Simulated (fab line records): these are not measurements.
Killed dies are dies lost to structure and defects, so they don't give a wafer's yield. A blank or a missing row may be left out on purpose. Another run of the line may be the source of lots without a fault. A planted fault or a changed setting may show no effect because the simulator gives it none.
Chamber matching :: flow n5-finfet :: N5_PASSIVATION_STRIP_34 on rie-diel-06 has 3 sister chambers
The step strips in O2. 14 wafers are shown with their chamber, then 5 later ones without.

## EACH WAFER AND ITS CHAMBER
wafer: L592.2
chamber: 3
drypump-motor-current-A (A): 6.7
showerhead-plenum-p-Torr (Torr): 2.07
oes-product-au (a.u.): 0.88

wafer: L592.3
chamber: 1
drypump-motor-current-A (A): 4.8
showerhead-plenum-p-Torr (Torr): 2.00
oes-product-au (a.u.): 0.77

wafer: L592.4
chamber: 0
drypump-motor-current-A (A): 5.2
showerhead-plenum-p-Torr (Torr): 2.02
oes-product-au (a.u.): 0.82

wafer: L593.3
chamber: 1
drypump-motor-current-A (A): 4.8
showerhead-plenum-p-Torr (Torr): 2.00
oes-product-au (a.u.): 0.79

wafer: L593.5
chamber: 1
drypump-motor-current-A (A): 4.8
showerhead-plenum-p-Torr (Torr): 2.00
oes-product-au (a.u.): 0.79

wafer: L594.1
chamber: 0
drypump-motor-current-A (A): 5.2
showerhead-plenum-p-Torr (Torr): 2.02
oes-product-au (a.u.): 0.84

wafer: L594.2
chamber: 1
drypump-motor-current-A (A): 4.9
showerhead-plenum-p-Torr (Torr): 2.00
oes-product-au (a.u.): 0.79

wafer: L594.5
chamber: 1
drypump-motor-current-A (A): 4.8
showerhead-plenum-p-Torr (Torr): 2.00
oes-product-au (a.u.): 0.79

wafer: L595.1
chamber: 3
drypump-motor-current-A (A): 6.7
showerhead-plenum-p-Torr (Torr): 2.06
oes-product-au (a.u.): 0.89

wafer: L595.2
chamber: 0
drypump-motor-current-A (A): 5.2
showerhead-plenum-p-Torr (Torr): 2.02
oes-product-au (a.u.): 0.81

wafer: L595.3
chamber: 1
drypump-motor-current-A (A): 4.8
showerhead-plenum-p-Torr (Torr): 2.00
oes-product-au (a.u.): 0.79

wafer: L597.1
chamber: 1
drypump-motor-current-A (A): 4.8
showerhead-plenum-p-Torr (Torr): 2.00
oes-product-au (a.u.): 0.78

wafer: L597.4
chamber: 0
drypump-motor-current-A (A): 5.1
showerhead-plenum-p-Torr (Torr): 2.01
oes-product-au (a.u.): 0.79

wafer: L597.6
chamber: 1
drypump-motor-current-A (A): 4.8
showerhead-plenum-p-Torr (Torr): 2.00
oes-product-au (a.u.): 0.77

SIGNATURES (means of the wafers above)
reading: drypump-motor-current-A
chamber 0: 5.175
chamber 1: 4.812
chamber 3: 6.700
scatter within a chamber: 0.0384

reading: showerhead-plenum-p-Torr
chamber 0: 2.0175
chamber 1: 2.0000
chamber 3: 2.0650
scatter within a chamber: 0.00337

reading: oes-product-au
chamber 0: 0.8150
chamber 1: 0.7838
chamber 3: 0.8850
scatter within a chamber: 0.0133
Rule: a wafer's distance from a chamber is the root of the sum, over the readings, of the square of ((its reading less the chamber's mean) divided by the reading's scatter). The wafer belongs to the nearest chamber; if the next one is less than 2 further off, it can't be placed. The scatter: the root of (the sum of the squares of (reading less its chamber's mean) over the shown wafers, divided by (wafers less chambers)).

## WAFERS WITHOUT THEIR CHAMBER
wafer: L600.1
drypump-motor-current-A (A): 6.7
showerhead-plenum-p-Torr (Torr): 2.06
oes-product-au (a.u.): 0.88

wafer: L600.6
drypump-motor-current-A (A): 5.2
showerhead-plenum-p-Torr (Torr): 2.01
oes-product-au (a.u.): 0.79

wafer: L606.2
drypump-motor-current-A (A): 4.9
showerhead-plenum-p-Torr (Torr): 1.99
oes-product-au (a.u.): 0.78

wafer: L606.5
drypump-motor-current-A (A): 5.1
showerhead-plenum-p-Torr (Torr): 2.01
oes-product-au (a.u.): 0.79

wafer: L606.6
drypump-motor-current-A (A): 6.7
showerhead-plenum-p-Torr (Torr): 2.05
oes-product-au (a.u.): 0.85

## THE CHAMBER EACH PASSED THROUGH
wafer: L600.1
from the rows above: 3
in truth: 3

wafer: L600.6
from the rows above: 0
in truth: 0

wafer: L606.2
from the rows above: 1
in truth: 1

wafer: L606.5
from the rows above: 0
in truth: 0

wafer: L606.6
from the rows above: 3
in truth: 3
Correctly placed: 5 of 5. Not placeable from these rows: 0. Wrongly placed: 0.
